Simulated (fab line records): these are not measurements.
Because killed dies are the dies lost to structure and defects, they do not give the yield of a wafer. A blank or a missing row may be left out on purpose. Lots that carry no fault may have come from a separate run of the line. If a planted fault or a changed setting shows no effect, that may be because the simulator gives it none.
Shared-tool check / flow nand_harc / Sampled: 12 lots, 35 wafers

WHAT PROMPTED THE OPENING
On 1 of the 12 lots, a flag is raised at NHARC_P_GATE_INSPECT_68 on the reading raw_defect_count. Wafers without a fault read 217, standard deviation 91.
Rule: a lot is flagged when every wafer of it that has a number lies more than 4 standard deviations from that mean, or none has a number. The other lots count as sound.

lot=L534; measured=day 6 07:24; on=defect_inspect-02; raw_defect_count, wafer by wafer=209 124 122; flag=
lot=L535; measured=day 6 10:38; on=defect_inspect-02; raw_defect_count, wafer by wafer=179 120 143; flag=
lot=L538; measured=day 7 19:37; on=defect_inspect-01; raw_defect_count, wafer by wafer=207 208 163; flag=
lot=L539; measured=day 8 07:40; on=defect_inspect-02; raw_defect_count, wafer by wafer=152 231 178; flag=
lot=L541; measured=day 9 08:15; on=defect_inspect-02; raw_defect_count, wafer by wafer=224 268 202; flag=
lot=L542; measured=day 9 13:53; on=defect_inspect-02; raw_defect_count, wafer by wafer=245 246 134; flag=
lot=L545; measured=day 10 21:05; on=defect_inspect-01; raw_defect_count, wafer by wafer=243 175 216; flag=
lot=L547; measured=day 12 02:46; on=defect_inspect-01; raw_defect_count, wafer by wafer=208 154 219; flag=
lot=L548; measured=day 12 05:37; on=defect_inspect-01; raw_defect_count, wafer by wafer=147 289 148; flag=
lot=L549; measured=day 12 12:55; on=defect_inspect-01; raw_defect_count, wafer by wafer=234 137 98; flag=
lot=L551; measured=day 13 09:37; on=defect_inspect-01; raw_defect_count, wafer by wafer=1642 1653; flag=FLAGGED
lot=L556; measured=day 15 19:04; on=defect_inspect-01; raw_defect_count, wafer by wafer=125 185 160; flag=
The numbers of the flagged lots are 1648 on average: +1430 against the usual, or +16 standard deviations.

EACH LOT AND THE TOOL IT RAN ON
2 process steps preceding the reading are held in the record, out of 1302 steps in the route. Read each cell as the tool, then ch plus the chambers that the sampled wafers visited, then the start.
lot=L534; flag=; NHARC_P_GATE_STRIP_106=rie_diel-02 ch 1,3, day 5 13:00; NHARC_P_GATE_DESCUM_48=rie_diel-02 ch 1,2, day 6 01:01
lot=L535; flag=; NHARC_P_GATE_STRIP_106=rie_diel-07 ch 0,3, day 5 16:00; NHARC_P_GATE_DESCUM_48=rie_diel-02 ch 0,1,2, day 6 04:08
lot=L538; flag=; NHARC_P_GATE_STRIP_106=rie_diel-07 ch 2,3, day 7 01:00; NHARC_P_GATE_DESCUM_48=rie_diel-07 ch 0,3, day 7 13:14
lot=L539; flag=; NHARC_P_GATE_STRIP_106=rie_diel-07 ch 1,2,3, day 7 11:00; NHARC_P_GATE_DESCUM_48=rie_diel-02 ch 0,1,3, day 8 01:25
lot=L541; flag=; NHARC_P_GATE_STRIP_106=rie_diel-07 ch 0,3, day 8 08:00; NHARC_P_GATE_DESCUM_48=rie_diel-01 ch 1,2, day 9 01:57
lot=L542; flag=; NHARC_P_GATE_STRIP_106=rie_diel-01 ch 0,1,3, day 8 19:00; NHARC_P_GATE_DESCUM_48=rie_diel-01 ch 2,3, day 9 07:22
lot=L545; flag=; NHARC_P_GATE_STRIP_106=rie_diel-01 ch 0,2,3, day 10 03:00; NHARC_P_GATE_DESCUM_48=rie_diel-01 ch 1,2, day 10 14:40
lot=L547; flag=; NHARC_P_GATE_STRIP_106=rie_diel-07 ch 0,2,3, day 11 02:00; NHARC_P_GATE_DESCUM_48=rie_diel-07 ch 0,1,3, day 11 20:25
lot=L548; flag=; NHARC_P_GATE_STRIP_106=rie_diel-01 ch 2,3, day 11 11:00; NHARC_P_GATE_DESCUM_48=rie_diel-02 ch 1,2,3, day 11 23:16
lot=L549; flag=; NHARC_P_GATE_STRIP_106=rie_diel-01 ch 0,1,3, day 11 18:00; NHARC_P_GATE_DESCUM_48=rie_diel-07 ch 0,3, day 12 06:34
lot=L551; flag=FLAGGED; NHARC_P_GATE_STRIP_106=rie_diel-07 ch 3, day 12 15:00; NHARC_P_GATE_DESCUM_48=rie_diel-02 ch 3, day 13 03:14
lot=L556; flag=; NHARC_P_GATE_STRIP_106=rie_diel-01 ch 0,2, day 14 14:00; NHARC_P_GATE_DESCUM_48=rie_diel-07 ch 1,2,3, day 15 02:31
What is done by these steps:
- NHARC_P_GATE_STRIP_106: strips in O2/COS.
- NHARC_P_GATE_DESCUM_48: chemistry O2, time 3 s.
- NHARC_P_GATE_INSPECT_68

FLAGGED AGAINST TOTAL, ONE TOOL AT A TIME (gauges that did the reading follow at the end)
step=NHARC_P_GATE_STRIP_106; tool=rie_diel-01; lots run=5; flagged=0; share of the flagged lots=none; sound lots run after its first flagged lot=-
step=NHARC_P_GATE_STRIP_106; tool=rie_diel-02; lots run=1; flagged=0; share of the flagged lots=none; sound lots run after its first flagged lot=-
step=NHARC_P_GATE_STRIP_106; tool=rie_diel-07; lots run=6; flagged=1; share of the flagged lots=all; sound lots run after its first flagged lot=0
step=NHARC_P_GATE_DESCUM_48; tool=rie_diel-01; lots run=3; flagged=0; share of the flagged lots=none; sound lots run after its first flagged lot=-
step=NHARC_P_GATE_DESCUM_48; tool=rie_diel-02; lots run=5; flagged=1; share of the flagged lots=all; sound lots run after its first flagged lot=0
step=NHARC_P_GATE_DESCUM_48; tool=rie_diel-07; lots run=4; flagged=0; share of the flagged lots=none; sound lots run after its first flagged lot=-
step=NHARC_P_GATE_INSPECT_68; tool=defect_inspect-01; lots run=7; flagged=1; share of the flagged lots=all; sound lots run after its first flagged lot=1 (L556)
step=NHARC_P_GATE_INSPECT_68; tool=defect_inspect-02; lots run=5; flagged=0; share of the flagged lots=none; sound lots run after its first flagged lot=-

WHAT IS ALLOWED BY THE TABLE
All flagged lots were run by 3 table rows, namely rie_diel-07 at NHARC_P_GATE_STRIP_106, rie_diel-02 at NHARC_P_GATE_DESCUM_48, defect_inspect-01 at NHARC_P_GATE_INSPECT_68.
- rie_diel-07 at NHARC_P_GATE_STRIP_106: 1 of its 6 lots flagged. A fault beginning between L547 (day 11 02:00), its last sound lot, and L551 (day 12 15:00), its first flagged one, fits the data.
- rie_diel-02 at NHARC_P_GATE_DESCUM_48: 1 of its 5 lots flagged. A fault beginning between L548 (day 11 23:16), its last sound lot, and L551 (day 13 03:14), its first flagged one, fits the data.
- defect_inspect-01 at NHARC_P_GATE_INSPECT_68: 1 of its 7 lots flagged. Sound lots followed the first flagged one (L556) on it, something a lasting fault affecting the whole tool could not allow.
These 2 tools cannot be told apart by counting lots, since each of them fits a fault that started at some hour. More lots, or a look at what each step does to the wafer, might.

WHAT HAD BEEN PUT IN BY THE SIMULATOR
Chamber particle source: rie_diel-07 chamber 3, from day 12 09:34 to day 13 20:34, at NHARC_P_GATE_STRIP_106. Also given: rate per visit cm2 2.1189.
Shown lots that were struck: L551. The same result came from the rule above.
